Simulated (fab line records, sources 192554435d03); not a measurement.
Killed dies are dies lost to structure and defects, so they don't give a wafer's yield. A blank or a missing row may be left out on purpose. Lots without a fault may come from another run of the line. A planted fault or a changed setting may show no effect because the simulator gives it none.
Which tool did it? | flow n5_finfet | 12 lots, 36 wafers sampled, at 1 step of a route of 1938

WHAT THE GAUGES READ, wafer by wafer
N5_BEOL_M13_RS_MEAS_54: measures by four-point-probe.
lot  | measured     | on            | M13_RS (ohm/sq)
L077 | day 12 00:26 | film_metro-01 | 0.0445 0.0441 0.0449
L075 | day 12 07:29 | film_metro-02 | 0.0446 0.0449 0.0447
L080 | day 13 11:13 | film_metro-01 | 0.0445 0.0451 0.0455
L079 | day 13 16:40 | film_metro-02 | 0.0433 0.0442 0.0431
L083 | day 13 19:43 | film_metro-01 | 0.0452 0.0457 0.0461
L084 | day 14 19:27 | film_metro-02 | 0.0455 0.0442 0.0455
L089 | day 15 06:59 | film_metro-01 | 0.0441 0.0449 0.0455
L088 | day 15 08:37 | film_metro-01 | 0.0442 0.0446 0.0447
L091 | day 15 19:04 | film_metro-01 | 0.0453 0.0455 0.0452
L093 | day 16 18:35 | film_metro-01 | 0.0457 0.0446 0.0461
L094 | day 17 12:29 | film_metro-01 | 0.0451 0.0459 0.0453
L097 | day 18 05:43 | film_metro-01 | 0.0448 0.0462 0.0462

WHICH TOOL RAN EACH LOT (tool, then ch and the chambers of the sampled wafers, then the start)
The record holds no process step before these readings.

THE ANSWER, worked out from the rows above alone
Rule: what is usual is taken from the lots themselves. Put in order of their means at a reading, lots are off if they are a third of the lots or fewer, leave a main group of 4 or more, and stand apart from it by a gap of 3 or more times the standard deviation of the main group's means; of several such gaps the widest counts. A main group whose means are all the same, to the digits that the tables above print for the reading, isn't used. A lot without any number at a reading at which 4 lots or more have one is off too. The other lots that the step has rows for count as sound.
No lot is off at any reading shown: from this, nothing can be told.

WHAT THE SIMULATOR HAD PUT IN
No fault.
